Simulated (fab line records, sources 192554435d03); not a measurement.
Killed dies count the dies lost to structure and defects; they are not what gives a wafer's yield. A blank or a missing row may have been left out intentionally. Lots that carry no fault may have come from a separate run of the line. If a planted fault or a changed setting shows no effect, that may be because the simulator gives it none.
Split-lot study / flow n5Finfet / 39 wafers read across 7 lots, on a route 1938 steps long

== THE SPLIT ITSELF ==
At N5_MOL_CONTACT_COAG_ETCH_91 (etches SOC in N2/H2, target depth 60 nm, overetch 21 nm, time 101.2 s), the setting targetDepthA was moved away from the recipe's 600 angstrom on 9 of the 39 wafers read, by +16.2% to +59.6%. For the rest of the wafers, this setting stayed at what the recipe calls for.

The split's own step is where the reading is taken.

== THE READING ==
SiARC_of_MOL_CONTACT_COAG_COAT_76.thkNm (the simulator's own value, which no gauge read), in nm, at N5_MOL_CONTACT_COAG_ETCH_91 (etches SOC in N2/H2, target depth 60 nm, overetch 21 nm, time 101.2 s). The file does not state a usual value for it. Across the 30 wafers here that went through the recipe, the average is 5.8 nm and the standard deviation 0.14 nm.

wafer=L076.1; tool, chamber at the split=rieDiel-06, 2,0,2,0; targetDepthA as run, angstrom=600; against the recipe=recipe; SiARC_of_MOL_CONTACT_COAG_COAT_76.thkNm, nm=5.8; against lot-mates on the recipe=-
wafer=L076.3; tool, chamber at the split=rieDiel-06, 2,0,2,0; targetDepthA as run, angstrom=600; against the recipe=recipe; SiARC_of_MOL_CONTACT_COAG_COAT_76.thkNm, nm=5.8; against lot-mates on the recipe=-
wafer=L076.4; tool, chamber at the split=rieDiel-06, 2,0,2,0; targetDepthA as run, angstrom=600; against the recipe=recipe; SiARC_of_MOL_CONTACT_COAG_COAT_76.thkNm, nm=5.8; against lot-mates on the recipe=-
wafer=L076.5; tool, chamber at the split=rieDiel-06, 2,0,2,0; targetDepthA as run, angstrom=600; against the recipe=recipe; SiARC_of_MOL_CONTACT_COAG_COAT_76.thkNm, nm=5.8; against lot-mates on the recipe=-
wafer=L076.2; tool, chamber at the split=rieDiel-06, 1; targetDepthA as run, angstrom=600; against the recipe=recipe; SiARC_of_MOL_CONTACT_COAG_COAT_76.thkNm, nm=6; against lot-mates on the recipe=-
wafer=L076.6; tool, chamber at the split=rieDiel-06, 1; targetDepthA as run, angstrom=600; against the recipe=recipe; SiARC_of_MOL_CONTACT_COAG_COAT_76.thkNm, nm=6; against lot-mates on the recipe=-
wafer=L077.1; tool, chamber at the split=rieDiel-01, 0,3; targetDepthA as run, angstrom=600; against the recipe=recipe; SiARC_of_MOL_CONTACT_COAG_COAT_76.thkNm, nm=5.8; against lot-mates on the recipe=-
wafer=L077.2; tool, chamber at the split=rieDiel-01, 0,3; targetDepthA as run, angstrom=600; against the recipe=recipe; SiARC_of_MOL_CONTACT_COAG_COAT_76.thkNm, nm=5.8; against lot-mates on the recipe=-
wafer=L077.3; tool, chamber at the split=rieDiel-01, 1; targetDepthA as run, angstrom=600; against the recipe=recipe; SiARC_of_MOL_CONTACT_COAG_COAT_76.thkNm, nm=5.6; against lot-mates on the recipe=-
wafer=L077.4; tool, chamber at the split=rieDiel-01, 2; targetDepthA as run, angstrom=697.1; against the recipe=+16.2%; SiARC_of_MOL_CONTACT_COAG_COAT_76.thkNm, nm=5; against lot-mates on the recipe=-0.7
wafer=L077.5; tool, chamber at the split=rieDiel-01, 3,0; targetDepthA as run, angstrom=697.1; against the recipe=+16.2%; SiARC_of_MOL_CONTACT_COAG_COAT_76.thkNm, nm=5.2; against lot-mates on the recipe=-0.5
wafer=L077.6; tool, chamber at the split=rieDiel-01, 3,0; targetDepthA as run, angstrom=697.1; against the recipe=+16.2%; SiARC_of_MOL_CONTACT_COAG_COAT_76.thkNm, nm=5.2; against lot-mates on the recipe=-0.5
wafer=L088.1; tool, chamber at the split=rieDiel-05, 2,1; targetDepthA as run, angstrom=957.1; against the recipe=+59.5%; SiARC_of_MOL_CONTACT_COAG_COAT_76.thkNm, nm=3.8; against lot-mates on the recipe=-2.1
wafer=L088.3; tool, chamber at the split=rieDiel-05, 2,1; targetDepthA as run, angstrom=957.1; against the recipe=+59.5%; SiARC_of_MOL_CONTACT_COAG_COAT_76.thkNm, nm=3.8; against lot-mates on the recipe=-2.1
wafer=L088.2; tool, chamber at the split=rieDiel-05, 0; targetDepthA as run, angstrom=600; against the recipe=recipe; SiARC_of_MOL_CONTACT_COAG_COAT_76.thkNm, nm=6; against lot-mates on the recipe=-
wafer=L088.5; tool, chamber at the split=rieDiel-05, 0; targetDepthA as run, angstrom=600; against the recipe=recipe; SiARC_of_MOL_CONTACT_COAG_COAT_76.thkNm, nm=6; against lot-mates on the recipe=-
wafer=L088.4; tool, chamber at the split=rieDiel-05, 3; targetDepthA as run, angstrom=957.1; against the recipe=+59.5%; SiARC_of_MOL_CONTACT_COAG_COAT_76.thkNm, nm=4.2; against lot-mates on the recipe=-1.7
wafer=L088.6; tool, chamber at the split=rieDiel-05, 1; targetDepthA as run, angstrom=600; against the recipe=recipe; SiARC_of_MOL_CONTACT_COAG_COAT_76.thkNm, nm=5.6; against lot-mates on the recipe=-
wafer=L089.3; tool, chamber at the split=rieDiel-05, 3; targetDepthA as run, angstrom=600; against the recipe=recipe; SiARC_of_MOL_CONTACT_COAG_COAT_76.thkNm, nm=5.8; against lot-mates on the recipe=-
wafer=L089.4; tool, chamber at the split=rieDiel-05, 2,1; targetDepthA as run, angstrom=600; against the recipe=recipe; SiARC_of_MOL_CONTACT_COAG_COAT_76.thkNm, nm=5.6; against lot-mates on the recipe=-
wafer=L089.6; tool, chamber at the split=rieDiel-05, 2,1; targetDepthA as run, angstrom=600; against the recipe=recipe; SiARC_of_MOL_CONTACT_COAG_COAT_76.thkNm, nm=5.6; against lot-mates on the recipe=-
wafer=L094.1; tool, chamber at the split=rieDiel-05, 0; targetDepthA as run, angstrom=957.7; against the recipe=+59.6%; SiARC_of_MOL_CONTACT_COAG_COAT_76.thkNm, nm=4.2; against lot-mates on the recipe=-1.7
wafer=L094.2; tool, chamber at the split=rieDiel-05, 1,3; targetDepthA as run, angstrom=600; against the recipe=recipe; SiARC_of_MOL_CONTACT_COAG_COAT_76.thkNm, nm=5.8; against lot-mates on the recipe=-
wafer=L094.4; tool, chamber at the split=rieDiel-05, 1,3; targetDepthA as run, angstrom=600; against the recipe=recipe; SiARC_of_MOL_CONTACT_COAG_COAT_76.thkNm, nm=5.8; against lot-mates on the recipe=-
wafer=L094.3; tool, chamber at the split=rieDiel-05, 2; targetDepthA as run, angstrom=957.7; against the recipe=+59.6%; SiARC_of_MOL_CONTACT_COAG_COAT_76.thkNm, nm=3.6; against lot-mates on the recipe=-2.3
wafer=L094.5; tool, chamber at the split=rieDiel-05, 1; targetDepthA as run, angstrom=957.7; against the recipe=+59.6%; SiARC_of_MOL_CONTACT_COAG_COAT_76.thkNm, nm=3.8; against lot-mates on the recipe=-2.1
wafer=L094.6; tool, chamber at the split=rieDiel-05, 0; targetDepthA as run, angstrom=600; against the recipe=recipe; SiARC_of_MOL_CONTACT_COAG_COAT_76.thkNm, nm=6; against lot-mates on the recipe=-
wafer=L095.1; tool, chamber at the split=rieDiel-06, 2,0,2; targetDepthA as run, angstrom=600; against the recipe=recipe; SiARC_of_MOL_CONTACT_COAG_COAT_76.thkNm, nm=5.8; against lot-mates on the recipe=-
wafer=L095.3; tool, chamber at the split=rieDiel-06, 2,0,2; targetDepthA as run, angstrom=600; against the recipe=recipe; SiARC_of_MOL_CONTACT_COAG_COAT_76.thkNm, nm=5.8; against lot-mates on the recipe=-
wafer=L095.4; tool, chamber at the split=rieDiel-06, 2,0,2; targetDepthA as run, angstrom=600; against the recipe=recipe; SiARC_of_MOL_CONTACT_COAG_COAT_76.thkNm, nm=5.8; against lot-mates on the recipe=-
wafer=L095.2; tool, chamber at the split=rieDiel-06, 1,1,0; targetDepthA as run, angstrom=600; against the recipe=recipe; SiARC_of_MOL_CONTACT_COAG_COAT_76.thkNm, nm=6; against lot-mates on the recipe=-
wafer=L095.5; tool, chamber at the split=rieDiel-06, 1,1,0; targetDepthA as run, angstrom=600; against the recipe=recipe; SiARC_of_MOL_CONTACT_COAG_COAT_76.thkNm, nm=6; against lot-mates on the recipe=-
wafer=L095.6; tool, chamber at the split=rieDiel-06, 1,1,0; targetDepthA as run, angstrom=600; against the recipe=recipe; SiARC_of_MOL_CONTACT_COAG_COAT_76.thkNm, nm=6; against lot-mates on the recipe=-
wafer=L096.1; tool, chamber at the split=rieDiel-01, 0; targetDepthA as run, angstrom=600; against the recipe=recipe; SiARC_of_MOL_CONTACT_COAG_COAT_76.thkNm, nm=6; against lot-mates on the recipe=-
wafer=L096.6; tool, chamber at the split=rieDiel-01, 0; targetDepthA as run, angstrom=600; against the recipe=recipe; SiARC_of_MOL_CONTACT_COAG_COAT_76.thkNm, nm=6; against lot-mates on the recipe=-
wafer=L096.2; tool, chamber at the split=rieDiel-01, 2; targetDepthA as run, angstrom=600; against the recipe=recipe; SiARC_of_MOL_CONTACT_COAG_COAT_76.thkNm, nm=5.6; against lot-mates on the recipe=-
wafer=L096.3; tool, chamber at the split=rieDiel-01, 3,1,3; targetDepthA as run, angstrom=600; against the recipe=recipe; SiARC_of_MOL_CONTACT_COAG_COAT_76.thkNm, nm=5.8; against lot-mates on the recipe=-
wafer=L096.4; tool, chamber at the split=rieDiel-01, 3,1,3; targetDepthA as run, angstrom=600; against the recipe=recipe; SiARC_of_MOL_CONTACT_COAG_COAT_76.thkNm, nm=5.8; against lot-mates on the recipe=-
wafer=L096.5; tool, chamber at the split=rieDiel-01, 3,1,3; targetDepthA as run, angstrom=600; against the recipe=recipe; SiARC_of_MOL_CONTACT_COAG_COAT_76.thkNm, nm=5.8; against lot-mates on the recipe=-
If several chambers appear in one row, that row covers several wafers at once and the file leaves open which wafer was in which chamber.

FIT RESULTS
A straight line over all 39 wafers: SiARC_of_MOL_CONTACT_COAG_COAT_76.thkNm changes by -0.0326 nm for each +1% of targetDepthA; r = -0.98; the points scatter about the line by 0.16 nm.
The same after taking each lot's own level away (the mean of its wafers on the recipe; 39 wafers): -0.0331 nm for each +1%; r = -0.98; scatter 0.14 nm.
On that fit, the largest move of targetDepthA shifts the reading by 2 nm.
From 5.67 to 5.90 nm: that is the span of the lots' own levels, equal to 1.7 times the standard deviation above.
So the lot-to-lot level changes the slope little: the two slopes agree.
Check: with one of the wafers moved furthest among these (+59.6%) left out of the fit, the line predicts -2.04 nm for it against its lot-mates. Against them it came out at -1.67 nm.

== ADDITIONAL SPLITS CARRIED BY THESE WAFERS ==
Note: prior to the reading, these wafers also went through further splits. Each is held against what the fit with the lots' levels taken away leaves over:
other split on the same wafers=N5_ZERO_LAYER_PECVD_02 timeS; wafers away from the commonest value=15; r with SiARC_of_MOL_CONTACT_COAG_COAT_76.thkNm (lot level and that fit taken away)=+0.03
other split on the same wafers=N5_SD_EPI_N_EPI_21 timeS; wafers away from the commonest value=15; r with SiARC_of_MOL_CONTACT_COAG_COAT_76.thkNm (lot level and that fit taken away)=+0.27
other split on the same wafers=N5_HKMG_FIN_ALD_36 aldCycles; wafers away from the commonest value=9; r with SiARC_of_MOL_CONTACT_COAG_COAT_76.thkNm (lot level and that fit taken away)=+0.19

== THE FILE'S OWN FIT ==
SiARC_of_MOL_CONTACT_COAG_COAT_76.thkNm changes by -0.0332 nm for each +1% of targetDepthA, r = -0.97.
